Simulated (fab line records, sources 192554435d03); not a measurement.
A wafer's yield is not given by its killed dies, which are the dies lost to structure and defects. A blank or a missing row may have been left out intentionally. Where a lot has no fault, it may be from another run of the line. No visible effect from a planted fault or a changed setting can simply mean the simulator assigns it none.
Chamber matching	flow n5_finfet	N5_BEOL_M1_DESCUM_16 on rie_diel-04: 4 sister chambers
The step chemistry O2, time 7 s. 4 wafers are shown with their chamber, then 9 later ones without.

WAFERS PAIRED WITH THEIR CHAMBERS
wafer	chamber	drypump_motor_current_A (A)
L090.4	1	5.2
L092.1	3	5.2
L092.2	2	6.2
L092.5	0	5.2

WAFERS MISSING THEIR CHAMBER
wafer	drypump_motor_current_A (A)
L094.2	5.3
L094.3	5.2
L094.4	6.2
L095.1	5.2
L095.4	5.2
L095.5	5.3
L097.1	5.2
L097.3	6.2
L097.5	5.2

THE CHAMBER EACH PASSED THROUGH
wafer	from the rows above	in truth
L094.2	can't be placed: 0 or 1 or 3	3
L094.3	can't be placed: 0 or 1 or 3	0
L094.4	2	2
L095.1	can't be placed: 0 or 1 or 3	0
L095.4	can't be placed: 0 or 1 or 3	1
L095.5	can't be placed: 0 or 1 or 3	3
L097.1	can't be placed: 0 or 1 or 3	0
L097.3	2	2
L097.5	can't be placed: 0 or 1 or 3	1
Correct placement for 2 of the 9. Cannot be placed on the basis of these rows: 7; the candidates contain the true chamber in 7. 0 placed wrongly.
How it was worked out, from the rows above alone: a wafer's distance from a chamber is the root of the sum, over the readings, of the square of ((its reading less the chamber's mean) divided by the reading's scatter). If the next closest chamber is less than 2 further off than the closest, the wafer can't be placed; otherwise it belongs to the closest. The mean given for a chamber averages the wafers shown for that chamber. The scatter: with one shown wafer a chamber, the root of the mean of the squares of how far each hidden wafer lies from its nearest shown one.
